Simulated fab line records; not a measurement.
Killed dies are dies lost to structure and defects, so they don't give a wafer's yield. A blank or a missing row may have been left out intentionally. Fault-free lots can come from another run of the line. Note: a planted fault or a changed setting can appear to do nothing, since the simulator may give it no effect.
8D (eight disciplines) problem report, filled in by code	flow nand harc	the parts of the form that need people (team, actions taken, sign-off) are left out

== 1. THE ISSUE ==
Mean of cd nm at NHARC_A_M0_CD_MEAS_09: 85.5 nm across 6 wafers in 2 lots; on wafers with no fault it is 80.1 nm (standard deviation 0.68). That is +7.9 standard deviations from the usual mean.
The step: target cd 80 nm.
Earliest sighting: wafer L804.2 on cd sem-01 at day 30 23:01. The record has a number at this step for 33 wafers belonging to 11 lots. Rule for "out" (also "out of limits"): further than 4 standard deviations from the usual mean. Any other wafer with a number is counted as sound.

== 2. WHAT IT IS, AND WHAT IT ISN'T ==
question	is	is not
which readings at this step	cd nm	-
which lots	L804, L805	L787, L788, L790, L791, L793, L794, L798, L806, L808
which wafers of those lots	all that have a number	-
read on which gauges	cd sem-01	cd sem-02, cd sem-03
when	from day 30 23:01	up to then (21 sound wafers); but 6 sound wafers of L806, L808 came after

== 3. WHAT RULES OUT EACH SUSPECT ==
Counting: a tool at a process step up to the reading stays a suspect if it ran every lot that is out and no sound lot after the first of them.
- the gauge at NHARC_A_M0_CD_MEAS_09 is ruled out. All the wafers that are out were read on cd sem-01, but those of them that NHARC_A_M0_EXPOSE_06 has rows for are out there too, on other tools.
- arfi scanner-01 at NHARC_A_M0_EXPOSE_06 (exposes mask A M0, target cd 80 nm): kept. Every lot that is out went through it, starting with L804 (day 30 22:53), and after that it ran no sound lot; the last sound lot it ran before then is L791 (day 25 08:53). Its own exposure dose mJ cm2 readings are out on those wafers.
Left after counting: arfi scanner-01 at NHARC_A_M0_EXPOSE_06.

== 4. THE CAUSE (what the simulator had put in) ==
Drift in process parameters on arfi scanner-01 at NHARC_A_M0_EXPOSE_06, starting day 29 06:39. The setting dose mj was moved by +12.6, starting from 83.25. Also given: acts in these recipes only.
This tool alone remained once counting was done.

== 5. THE CHAIN OF EFFECTS, in route order ==
Rows list readings where the struck wafers' mean (over those with a number) sits beyond 3 standard deviations from the usual. Readings are gone through only where the record gives a usual standard deviation; hours: the median, over the lots, of the time from a lot's start at the first step in this table giving one to that lot's start at this step; sigmas: the change measured in usual standard deviations.
hours	step	reading	usual	on struck wafers	change	sigmas
0	NHARC_A_M0_EXPOSE_06	exposure dose mJ cm2	83.26	90.84	+7.58	+97
0	NHARC_A_M0_CD_MEAS_09	cd nm	80.1 nm	85.5	+5.4	+7.9
Its process steps:
- NHARC_A_M0_EXPOSE_06: exposes mask A M0, target cd 80 nm.
Later steps that measure or inspect, where all struck wafers having a row at the step show a number for every such reading and not one has moved that far: NHARC_END_SORT_01.

== 6. HOW IT WOULD HAVE BEEN CAUGHT EARLIER ==
In this record the first reading out of limits at a measuring or inspecting step was taken at day 30 23:01, 40 hours after the fault began at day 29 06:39.
At NHARC_A_M0_EXPOSE_06, the tool's own readings (exposure dose mJ cm2) were out on each struck wafer the step has a row for, so an alarm limit on them would have fired on the first such wafer.
Lots out: 2; of these, L805 started NHARC_A_M0_EXPOSE_06 on arfi scanner-01 after day 30 23:01. A hold on the tool at that time would have spared it.
